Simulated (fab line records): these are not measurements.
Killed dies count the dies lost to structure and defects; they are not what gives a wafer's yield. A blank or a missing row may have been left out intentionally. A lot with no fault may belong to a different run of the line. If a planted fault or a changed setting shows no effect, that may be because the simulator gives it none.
Struck lot and sound lot, side by side	flow n5Finfet	15 steps out of a route of 1938
Sound: the wafers L766.1, L766.2, L766.5. The struck wafers were L779.3, L779.4, L779.5. The cause is given at the end.
Each step with rows lists, per side, the tool, then ch with its chambers, then its first start. Under that, the readings that differ: sound wafers	struck wafers	difference of the means	sigmas: that difference in standard deviations of wafers without a fault.
alike: readings whose means differ by less than 2 such deviations, and words and numbers that are the same on both sides. not compared: withheld readings, readings that some wafer has no value for, bounds like >300 that may hide the same value, and numbers for which the record gives no deviation and whose values overlap.
A row with sigmas, a row that says differs or no value, or rows on one side alone: a step with any of these is where the two part. Numbers that have no deviation but don't overlap get no sigmas and don't part them. A reading that every wafer of one side lacks parts them only if that side has two wafers or more.

first, 1 step without rows for these wafers: N5_MOL_CONTACT_COAG_DESCUM_13 (chemistry O2, time 7 s).
N5_MOL_CONTACT_COAG_ETCH_59: etches underlayer in N2/H2, target depth 13 nm, time 10.4 s.
  sound on rieDiel-02 ch 0,1, day 5 09:52; struck on rieDiel-01 ch 0,2,3, day 8 10:04
reading	sound	struck	difference	sigmas
biasW (W)	150.4 150.8 151.1	149.6 150.0 149.4	-1.1	-2
  alike: drypumpMotorCurrentA, etchRfOnTimeS, oesProductAu, rfVppV, showerheadPlenumPTorr, throttleValvePct
  not compared: rfHoursCounterH
N5_MOL_CONTACT_COAG_ETCH_105: etches SiARC in CF4, target depth 15.6 nm, time 26 s.
  sound on rieDiel-02 ch 0,1, day 5 09:53; struck on rieDiel-01 ch 0,2,3, day 8 10:05
  alike: biasW, drypumpMotorCurrentA, etchRfOnTimeS, oesProductAu, rfVppV, showerheadPlenumPTorr, throttleValvePct
  not compared: rfHoursCounterH
then, 3 steps without rows for these wafers: N5_MOL_CONTACT_COAG_ETCH_106 (etches SOC in N2/H2, target depth 80 nm, overetch 16 nm, time 120 s); N5_MOL_CONTACT_COAG_STRIP_107 (strips in N2/H2); N5_MOL_CONTACT_COAG_STRIP_108 (strips in N2/H2).
N5_MOL_CONTACT_COAG_CONTACT_ETCH_14: etches SiO2 in C4F6/O2, target depth 27.5 nm, overetch 8.5 nm, time 20 s.
  sound on rieDiel-02 ch 0,1, day 5 10:01; struck on rieDiel-01 ch 0,2,3, day 8 10:13
  alike: biasW, drypumpMotorCurrentA, oesProductAu, rfVppV, showerheadPlenumPTorr, throttleValvePct
  not compared: rfHoursCounterH
then, 1 step without rows for these wafers: N5_MOL_CONTACT_COAG_STRIP_109 (strips in C4F6/O2).
N5_MOL_CONTACT_COAG_ETCH_15: etches SiNx in CH3F/O2, stops on Si:P, target depth 7 nm.
  sound on rieDiel-02 ch 0,1, day 5 10:03; struck on rieDiel-01 ch 0,2,3, day 8 10:15
  alike: CH3F_flow_sccm, biasW, drypumpMotorCurrentA, oesProductAu, rfVppV, showerheadPlenumPTorr, throttleValvePct
  not compared: rfHoursCounterH
N5_MOL_CONTACT_COAG_ETCH_110: etches Si in CF4/O2, target depth 2.5 nm, time 8 s.
  sound on rieDiel-02 ch 0,1, day 5 10:07; struck on rieDiel-01 ch 0,2,3, day 8 10:19
  alike: biasW, drypumpMotorCurrentA, oesProductAu, rfVppV, showerheadPlenumPTorr, throttleValvePct
  not compared: rfHoursCounterH
then, 1 step without rows for these wafers: N5_MOL_CONTACT_COAG_STRIP_98 (strips in N2/H2).
N5_MOL_CONTACT_COAG_CD_MEAS_99: the cd target is 17.2 nm.
  struck on cdSem-01, day 8 10:26; sound on cdSem-02, day 5 10:14
  alike: cdNm
N5_MOL_CONTACT_COAG_IMPLANT_129:
  sound on implanter-02 ch 0, day 5 10:16; struck on implanter-01 ch 0, day 8 10:31
reading	sound	struck	difference	sigmas
beamEnergyKeV	3.0005 3.0006 3.0010	6.6543 6.6539 6.6540	+3.6534	+99 or more
endStationPressureTorr (Torr)	6.08e-06 5.63e-06 5.75e-06	1.049e-05 1.048e-05 1.074e-05	+4.750e-06	+16
model.implant.rpNm (nm)	6.273 6.273 6.273	9.549 9.549 9.549	+3.276	
model.implant.drpNm (nm)	2.134 2.134 2.134	3.516 3.516 3.516	+1.382	
then, 1 step without rows for these wafers: N5_MOL_CONTACT_COAG_PRECLEAN_111 (cleans in NF3:NH3, afs cycles 1, time 20 s, sublimation time 60 s).
-- the record jumps here: 3 days lie between the struck wafers' starts before and after (it left off in module MOL_CONTACT_COAG and takes up again in module BEOL_M4, whose first step shown is number 1111 of the route) --
N5_BEOL_M4_RC_MEAS_101:
  sound on prober-02 ch 0, day 8 22:22; struck on prober-01 ch 0, day 11 22:14
  alike: DIBL_N, DIBL_P, IOFF_N, IOFF_P, ION_N, ION_P, SS_N, SS_P, VT_N, VT_P

== WHERE THEY PART ==
Earliest at N5_MOL_CONTACT_COAG_ETCH_59; latest, in this record, at N5_MOL_CONTACT_COAG_IMPLANT_129. Later steps at which nothing parts them and some readings are alike: N5_BEOL_M4_RC_MEAS_101.

WHY: what had been put in by the simulator
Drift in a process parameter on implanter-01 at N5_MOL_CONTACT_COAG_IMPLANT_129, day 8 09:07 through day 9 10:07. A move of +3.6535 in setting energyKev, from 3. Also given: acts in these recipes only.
